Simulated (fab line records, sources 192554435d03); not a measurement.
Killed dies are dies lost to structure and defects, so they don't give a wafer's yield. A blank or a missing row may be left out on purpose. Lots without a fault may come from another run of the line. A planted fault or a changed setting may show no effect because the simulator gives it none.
fab line records | flow n5_finfet
record lots=9 wafers=27 last_day=18
route steps=1938 shown BEOL_M4@1111 BEOL_M9@1417 PASSIVATION@1936
lots that met no fault: from a run of the same line without faults
start_h: hours from the record's first day to the start of the lot's first wafer shown | wait_h: hours since the lot's step before | " the same as in the row above | L1.1+2: a row that stands for several wafers | - no value, or no start given | * or withheld: withheld | < > ~ a bound
route shown NAME@n: a module of which the file shows steps, and the number in the route of the first | usual: mean/standard deviation of fault-free wafers | same: alike in all rows | chamber/n: place in a boat | sites: the reading at each site | _std_site: their standard deviation | _edge_site: outer sites' mean less inner sites' | radius_mm: how far each site lies from the wafer's centre | mask NAME#n: copy n | behind: the tool/chamber that last shaped the wafer | hold: why the lot was held/for how many hours/how that ended | device: the transistor (n, p or np) that didn't switch | end of line: the same wafers' tests at the end of the route | a step without rows: its recipe alone | killed: dies lost to structure and defects at the first sort, not the wafer's yield | map: a wafer's dies, x killed, . not, _ none there
set.NAME: the setting as run; set.NAME@STEP: as run at that earlier step | model.NAME: the simulator's own value behind a step, which no gauge read
steps of the route over a sample of lots; a table a step, a row a wafer
services: from which hour (start_h, from the record's first day; less than 0 if before it) a tool's chamber was out of use, for how many hours, and why
## steps
# step N5_BEOL_M4_RC_MEAS_101
# usual DIBL_N=35.9/1.4 DIBL_P=35.9/1.7 IOFF_N=0.155/0.023 IOFF_P=0.201/0.029 ION_N=672/8.8 ION_P=460/7 SS_N=71.6/0.48 SS_P=73.1/0.64 VT_N=250.0/3 VT_P=-251.6/3
# columns lot.wafer tool chamber start_h wait_h DIBL_N[mV/V] DIBL_P[mV/V] IOFF_N[nA/um] IOFF_P[nA/um] ION_N[uA/um] ION_P[uA/um] SS_N[mV/dec] SS_P[mV/dec] VT_N[mV] VT_P[mV]
L422.1 prober-01 0 191.89 0.0 32.8 34.9 0.126 0.168 663 453 71.3 73.3 254.2 -257.0
L422.4 " 0 " " 35.5 37.1 0.165 0.200 671 456 71.5 73.6 250.1 -254.1
L422.6 " 0 " " 35.6 37.1 0.161 0.208 668 459 72.1 73.6 251.3 -250.2
L421.1 prober-01 0 198.70 0.0 36.1 36.3 0.168 0.217 675 460 72.0 73.0 247.6 -250.3
L421.4 " 0 " " 36.0 36.4 0.163 0.207 676 458 71.1 73.4 250.3 -251.0
L421.5 " 0 " " 35.6 36.0 0.172 0.213 673 457 71.3 73.2 248.9 -250.2
L423.1 prober-01 0 202.06 0.0 34.1 35.0 0.128 0.162 660 452 71.6 72.4 252.3 -254.1
L423.3 " 0 " " 35.3 36.8 0.150 0.179 674 457 71.1 73.4 249.7 -254.3
L423.5 " 0 " " 36.0 37.7 0.161 0.186 676 460 72.0 73.6 251.4 -253.0
L424.1 prober-02 0 216.75 0.0 33.8 33.6 0.126 0.147 669 453 70.9 72.7 251.1 -256.9
L424.2 " 0 " " 35.1 34.5 0.141 0.155 669 443 71.8 72.7 251.5 -256.8
L424.5 " 0 " " 34.4 34.1 0.131 0.148 665 448 70.8 72.1 252.5 -256.1
L426.4 prober-02 0 234.46 0.5 33.1 31.8 0.114 0.162 657 454 71.0 72.5 251.4 -253.1
L426.5 " 0 " " 35.3 34.6 0.157 0.205 674 459 71.5 73.1 247.7 -252.2
L426.6 " 0 " " 33.2 32.0 0.117 0.164 674 458 69.9 71.5 253.3 -252.7
L437.1 prober-02 0 286.47 0.0 39.1 39.8 0.211 0.260 682 462 72.3 74.4 243.3 -250.6
L437.3 " 0 " " 38.5 39.4 0.195 0.250 685 464 72.4 73.7 248.6 -249.5
L437.4 " 0 " " 37.6 38.0 0.187 0.231 686 469 71.8 73.0 243.6 -249.3
L436.1 prober-01 0 286.94 0.0 36.6 37.5 0.168 0.213 682 461 72.3 73.8 248.7 -250.7
L436.4 " 0 " " 36.3 37.9 0.170 0.217 676 460 72.0 74.1 248.1 -251.7
L436.6 " 0 " " 35.4 36.6 0.149 0.199 668 461 72.8 73.7 250.8 -250.6
L439.3 prober-01 0 306.07 0.6 35.9 35.7 0.155 0.183 679 461 71.4 72.8 248.4 -253.1
L439.4 " 0 " " 37.2 35.9 0.157 0.196 670 454 71.7 73.5 250.7 -252.3
L439.5 " 0 " " 34.9 34.2 0.132 0.171 666 451 70.5 73.4 252.3 -254.2
L440.2 prober-02 0 311.64 0.2 35.6 34.0 0.141 0.186 649 448 71.7 72.6 255.4 -253.7
L440.3 " 0 " " 34.9 34.2 0.131 0.198 668 462 71.1 73.4 250.9 -251.9
L440.4 " 0 " " 33.5 32.8 0.113 0.168 654 454 71.0 72.6 256.9 -252.6
# step N5_BEOL_M9_DESCUM_16
# recipe chemistry=O2 time_s=7.9 source_power_w=50 bias_power_w=20 pressure_mtorr=20 rf_frequency_hz=2.712e+07 temp_c=40 resist=CAR-ArF o2_flow_sccm=225
# usual drypump_motor_current_A=5.8/0.59 oes_product_au=0.83/0.096 rf_fwd_power_W=49.40/0.24 rf_vpp_V=243.5/1.4 showerhead_plenum_p_Torr=2.11/0.079 throttle_valve_pct=20.36/0.17
# columns lot.wafer tool chamber start_h wait_h drypump_motor_current_A oes_product_au rf_fwd_power_W rf_hours_counter_h rf_vpp_V showerhead_plenum_p_Torr throttle_valve_pct
L422.1 rie_diel-01 3 238.55 0.0 6.2 0.77 49.58 126 243.5 2.01 20.23
L422.4 " 0 " " 5.9 0.90 49.65 41 244.9 2.22 20.20
L422.6 " 2 " " 6.6 0.94 49.44 - 243.9 2.06 20.48
L421.1 rie_diel-01 0 243.87 0.0 5.9 0.90 49.83 42 245.1 2.22 20.18
L421.4 " 2 " " 6.6 0.94 49.61 11 242.0 2.06 20.45
L421.5 " 0 " " 5.9 0.90 49.52 - 245.1 2.22 20.19
L423.1 rie_diel-01 1 247.80 0.0 4.7 0.92 49.24 18 243.7 2.13 20.35
L423.3 " 2 " " 6.6 0.93 49.33 12 242.2 2.06 20.48
L423.5 " 1 " " 4.7 0.92 49.20 - 243.6 2.13 20.34
L424.1 rie_diel-01 2 258.70 0.0 6.6 0.92 49.48 15 242.5 2.06 20.48
L424.2 " 1 " " 4.7 0.92 49.41 22 244.2 2.13 20.35
L424.5 " 1 " " 4.7 0.91 49.31 - 243.2 2.13 20.37
L426.4 rie_diel-03 1 275.10 0.4 6.1 0.71 49.19 172 244.5 2.18 20.61
L426.5 " 1 " " 6.1 0.71 49.01 - 244.3 2.18 20.62
L426.6 " 2 " " 5.4 0.71 49.66 - 242.0 2.06 20.54
L436.1 rie_diel-01 1 329.14 0.1 4.7 0.87 49.25 44 243.0 2.12 20.39
L436.4 " 3 " " 6.2 0.75 49.50 150 242.2 2.00 20.26
L436.6 " 0 " " 5.8 0.86 49.50 - 245.2 2.21 20.24
L437.1 rie_diel-04 0 332.14 0.0 5.4 0.72 49.51 211 244.8 2.15 20.60
L437.3 " 3 " " 6.8 0.96 49.20 4 245.7 2.23 19.95
L437.4 " 2 " " 6.1 0.92 49.25 25 241.9 2.05 20.30
L439.3 rie_diel-04 1 344.34 0.0 5.4 0.85 49.28 60 242.7 2.11 20.35
L439.4 " 3 " " 6.8 0.96 49.24 8 243.7 2.23 19.95
L439.5 " 3 " " 6.8 0.96 49.06 - 245.4 2.23 19.96
L440.2 rie_diel-04 0 354.73 0.0 5.4 0.73 49.65 217 244.8 2.15 20.62
L440.3 " 1 " " 5.4 0.84 49.28 64 243.7 2.11 20.36
L440.4 " 3 " " 6.8 0.94 49.19 11 245.8 2.23 19.95
# step N5_BEOL_M9_INSPECT_30
# recipe mode=adi inspect_instrument=brightfield
# usual raw_defect_count=414/110
# columns lot.wafer tool chamber start_h wait_h raw_defect_count
L422.1 defect_inspect-01 - 239.66 0.1 351
L422.4 " - " " 280
L422.6 " - " " 352
L421.1 defect_inspect-01 - 244.72 0.1 471
L421.4 " - " " 485
L421.5 " - " " 532
L423.1 defect_inspect-02 - 251.26 0.1 430
L423.3 " - " " 293
L423.5 " - " " 408
L424.1 defect_inspect-01 - 260.08 0.1 303
L424.2 " - " " 278
L424.5 " - " " 332
L426.4 defect_inspect-02 - 277.96 0.0 336
L426.5 " - " " 312
L426.6 " - " " 399
L436.1 defect_inspect-02 - 330.13 0.1 323
L436.4 " - " " 268
L436.6 " - " " 384
L437.1 defect_inspect-01 - 333.26 0.1 311
L437.3 " - " " 342
L437.4 " - " " 323
L439.3 defect_inspect-02 - 346.84 0.2 225
L439.4 " - " " 360
L439.5 " - " " 353
L440.2 defect_inspect-01 - 355.69 0.0 454
L440.3 " - " " 395
L440.4 " - " " 337
# step N5_BEOL_M9_VIA_ETCH_34
# recipe chemistry=C4F6/O2 target=SiCOH_lowk target_depth_a=1824 mask_material=SOC taper_deg=4 time_s=68.4 ion_energy_ev=250 pressure_mtorr=30 source_w=345 bias_w=185 Ar_flow_sccm=300 C4F6_flow_sccm=10 O2_flow_sccm=10
# usual C4F6_flow_sccm=9.996/0.027 O2_flow_sccm=10.003/0.028 drypump_motor_current_A=5.9/0.64 oes_f_703_au=0.82/0.093 oes_product_au=0.82/0.095 rf_fwd_power_W=342.4/1.3 rf_vpp_V=666/7.2 showerhead_plenum_p_Torr=2.87/0.1 throttle_valve_pct=20.86/0.17
# columns lot.wafer tool chamber start_h wait_h C4F6_flow_sccm O2_flow_sccm drypump_motor_current_A oes_f_703_au oes_product_au rf_fwd_power_W rf_hours_counter_h rf_vpp_V showerhead_plenum_p_Torr throttle_valve_pct
L422.1 rie_diel-03 3 239.87 0.0 9.984 10.025 6.5 0.87 0.88 345.0 31 676 3.02 20.60
L422.4 " 2 " " 10.005 9.975 5.5 0.73 0.72 344.9 207 665 2.83 21.10
L422.6 " 3 " " 9.979 9.984 6.5 0.87 0.87 343.8 - 676 3.02 20.61
L421.1 rie_diel-01 2 244.93 0.0 10.037 9.994 6.6 0.93 0.93 342.6 11 664 2.80 20.92
L421.4 " 1 " " 10.012 10.053 4.7 0.91 0.92 341.0 17 668 2.91 20.92
L421.5 " 1 " " 10.014 10.064 4.7 0.91 0.92 341.2 - 667 2.91 20.90
L423.1 rie_diel-01 3 251.48 0.0 - - - - - - - - - -
L423.3 " 1 " " - - - - - - - - - -
L423.5 " 1 " " - - - - - - - - - -
L424.1 rie_diel-04 0 260.29 0.0 - - - - - - - - - -
L424.2 " 1 " " - - - - - - - - - -
L424.5 " 3 " " - - - - - - - - - -
L426.4 rie_diel-01 2 278.38 0.0 9.963 10.028 6.6 0.91 0.91 342.5 21 664 2.79 20.93
L426.5 " 3 " " 9.980 10.041 6.2 0.74 0.75 343.4 - 677 2.74 20.73
L426.6 " 0 " " 10.008 9.978 5.9 0.88 0.87 340.3 - 656 3.00 20.64
L436.1 rie_diel-01 2 330.36 0.0 9.993 10.047 6.6 0.88 0.88 342.5 37 664 2.79 20.96
L436.4 " 0 " " 10.006 10.010 5.9 0.86 0.87 343.1 69 655 2.99 20.67
L436.6 " 2 " " 10.005 9.999 6.6 0.88 0.87 341.4 - 664 2.78 20.96
L437.1 rie_diel-01 3 333.47 0.0 9.989 9.993 6.2 0.73 0.75 341.8 152 677 2.73 20.77
L437.3 " 1 " " 9.914 9.985 4.7 0.86 0.88 343.6 45 667 2.90 20.96
L437.4 " 0 " " 10.021 10.086 5.9 0.87 0.87 341.9 69 656 2.99 20.67
L439.3 rie_diel-01 3 347.33 0.0 9.945 9.993 6.2 0.72 0.74 343.0 155 678 2.73 20.78
L439.4 " 1 " " 10.033 10.051 4.7 0.85 0.87 342.1 49 668 2.90 20.95
L439.5 " 1 " " 10.011 9.999 4.7 0.85 0.87 342.0 - 668 2.90 20.95
L440.2 rie_diel-01 1 355.90 0.0 9.977 10.014 4.7 0.85 0.86 341.8 52 668 2.90 20.98
L440.3 " 2 " " 10.003 10.031 6.6 0.87 0.86 343.2 45 663 2.78 20.96
L440.4 " 0 " " 9.991 10.017 5.9 0.86 0.85 343.6 76 656 2.99 20.67
# step N5_BEOL_M9_CD_MEAS_35
# recipe target_cd_nm=70 target_cd_y_nm=40 polarity=opening
# usual cd_nm=70.1/0.59
# columns lot.wafer tool chamber start_h wait_h cd_nm
L422.1 cd_sem-02 - 240.31 0.0 70.7
L422.4 " - " " 69.7
L422.6 " - " " 70.3
L421.1 cd_sem-03 - 245.36 0.0 70.2
L421.4 " - " " 70.4
L421.5 " - " " 70.7
L423.1 cd_sem-02 - 251.91 0.0 69.4
L423.3 " - " " 70.9
L423.5 " - " " 70.1
L424.1 cd_sem-02 - 260.72 0.0 70.0
L424.2 " - " " 70.4
L424.5 " - " " 69.6
L426.4 cd_sem-03 - 278.82 0.0 69.2
L426.5 " - " " 69.5
L426.6 " - " " 69.3
L436.1 cd_sem-02 - 330.79 0.0 69.8
L436.4 " - " " 70.3
L436.6 " - " " 70.1
L437.1 cd_sem-03 - 333.90 0.0 69.2
L437.3 " - " " 69.6
L437.4 " - " " 68.2
L439.3 cd_sem-02 - 347.76 0.0 70.4
L439.4 " - " " 70.6
L439.5 " - " " 70.6
L440.2 cd_sem-01 - 356.33 0.0 70.2
L440.3 " - " " 69.4
L440.4 " - " " 69.7
# step N5_PASSIVATION_PROBE_49
# usual defect_limited_yield=91.7/1.5 killed_at_M0_to_M3=30/8.6 killed_at_M4_up=12/4.5 killed_at_contacts=13/5.8 killed_at_front_end=38/11 killed_at_other=4/3 killed_dies=97/17 killed_on_rim=13/3.6 killed_open=63/12 killed_short=32/8.8 sort_bin_5_function=4.8/0.91 sort_bin_6_memory=3.1/0.68 sort_n_pass=1083/17 sort_yield_pct=91.7/1.5
# same gross_dies=1180 killed_at_back_side=0 sort_bin_4_leakage[%]=0 sort_bin_8_speed[%]=0
# columns lot.wafer tool chamber start_h wait_h defect_limited_yield[%] killed_at_M0_to_M3 killed_at_M4_up killed_at_contacts killed_at_front_end killed_at_other killed_dies killed_on_rim killed_open killed_short sort_bin_5_function[%] sort_bin_6_memory[%] sort_n_pass sort_yield_pct[%]
L423.1 prober-02 - 310.06 0.0 0 9 1099 30 39 3 1180 152 58 27 97.5 2.3 0 0
L423.3 prober-02 - 310.16 0.1 0 25 1097 17 41 0 1180 152 57 29 97.5 2.5 0 0
L423.5 prober-02 - 310.26 0.2 0 17 1111 12 40 0 1180 152 37 37 97.3 2.2 0 0
L424.1 prober-01 - 318.37 0.0 0 33 1088 11 45 3 1180 152 70 32 96.4 3.2 0 0
L424.2 prober-01 - 318.42 0.1 0 24 1119 7 29 1 1180 152 40 29 97.5 2.3 0 0
L424.5 prober-01 - 318.57 0.2 0 33 1098 7 39 3 1180 152 49 43 96.4 3.2 0 0
# killed by level:class
L423.1 BEOL_M9:area_etch=1095 MOL_CONTACT_COAG:geometric_particle:open=23 FIN_SAQP:geometric_particle:short=8 MOL_CONTACT_COAG:geometric_particle:short=7 STI_FIN_REVEAL:geometric_particle:open=6 GATE_CUT:geometric_particle:open=5 GATE_CUT:geometric_particle:short=5 FIN_SAQP:geometric_particle:open=3
L423.3 BEOL_M9:area_etch=1094 MOL_CONTACT_COAG:geometric_particle:open=12 BEOL_M0_SAQP:geometric_particle:open=11 STI_FIN_REVEAL:geometric_particle:open=7 FIN_SAQP:geometric_particle:short=6 MOL_CONTACT_COAG:geometric_particle:short=5 BEOL_M0_SAQP:geometric_particle:short=5 ILD0:geometric_particle:open=4
L423.5 BEOL_M9:area_etch=1104 FIN_SAQP:geometric_particle:short=14 MOL_CONTACT_COAG:geometric_particle:open=10 GATE_CUT:geometric_particle:short=8 BEOL_M1:geometric_particle:open=5 GATE_CUT:geometric_particle:open=3 BEOL_M0_SAQP:geometric_particle:short=3 BEOL_M0_SAQP:geometric_particle:open=3
L424.1 BEOL_M9:area_etch=1076 STI_FIN_REVEAL:geometric_particle:open=15 FIN_SAQP:geometric_particle:short=10 MOL_CONTACT_COAG:geometric_particle:open=10 BEOL_M1:geometric_particle:open=9 FIN_SAQP:geometric_particle:open=8 BEOL_M3:geometric_particle:open=6 BEOL_M0_SAQP:geometric_particle:open=5
L424.2 BEOL_M9:area_etch=1110 FIN_SAQP:geometric_particle:short=13 BEOL_M3:geometric_particle:open=6 MOL_CONTACT_COAG:geometric_particle:open=6 STI_FIN_REVEAL:geometric_particle:open=5 BEOL_M1:geometric_particle:open=5 BEOL_M2:geometric_particle:open=5 FIN_SAQP:geometric_particle:open=4
L424.5 BEOL_M9:area_etch=1085 FIN_SAQP:geometric_particle:short=13 BEOL_M0_SAQP:geometric_particle:short=9 BEOL_M0_SAQP:geometric_particle:open=8 FIN_SAQP:geometric_particle:open=6 STI_FIN_REVEAL:geometric_particle:open=6 BEOL_M1:geometric_particle:open=6 MOL_CONTACT_COAG:geometric_particle:open=5
## services
# columns tool chamber start_h hours kind
rie_diel-01 - 217.33 9.7 repair
rie_diel-04 - 217.33 2.1 repair
rie_diel-01 - 229.97 2.8 pm
rie_diel-04 1 239.23 6.4 repair
rie_diel-04 2 247.20 - clean
rie_diel-04 2 247.20 - consumable_replace:focus_ring
rie_diel-04 2 247.20 17.3 scheduled_down
rie_diel-04 2 247.20 17.3 vent_cycle
rie_diel-01 3 284.47 7.4 repair
rie_diel-04 3 295.36 - clean
rie_diel-04 3 295.36 - consumable_replace:focus_ring
rie_diel-04 3 295.36 - consumable_replace:showerhead
rie_diel-04 3 295.36 27.3 scheduled_down
rie_diel-04 3 295.36 27.3 vent_cycle
## key
first_sign step=N5_BEOL_M9_VIA_ETCH_34 reading=tool_record direction=missing
effect step=N5_PASSIVATION_PROBE_49 reading=killed_at_M4_up direction=up sigmas=99+ usual=12 struck=1102
more_kills_born_at N5_BEOL_M9_VIA_ETCH_34@rie_diel-01=3293 N5_BEOL_M9_VIA_ETCH_34@rie_diel-04=3271
met_at N5_BEOL_M9_VIA_ETCH_34
struck_lots L423,L424
later_rows_left_out L423.1,L423.3,L423.5,L424.1,L424.2,L424.5
not_acting_at N5_BEOL_M9_DESCUM_16,N5_BEOL_M9_INSPECT_30,N5_BEOL_M9_CD_MEAS_35
onset_between 244.93 251.48
fault kind=skipped_step_whole tool=rie_diel-01,rie_diel-04 chamber=- onset_h=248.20 steps=N5_BEOL_M9_VIA_ETCH_34 scope=struck_lots_only
# later_rows_left_out: the simulator's readings of these wafers behind a module that went badly wrong aren't trusted and aren't shown, but for the sort
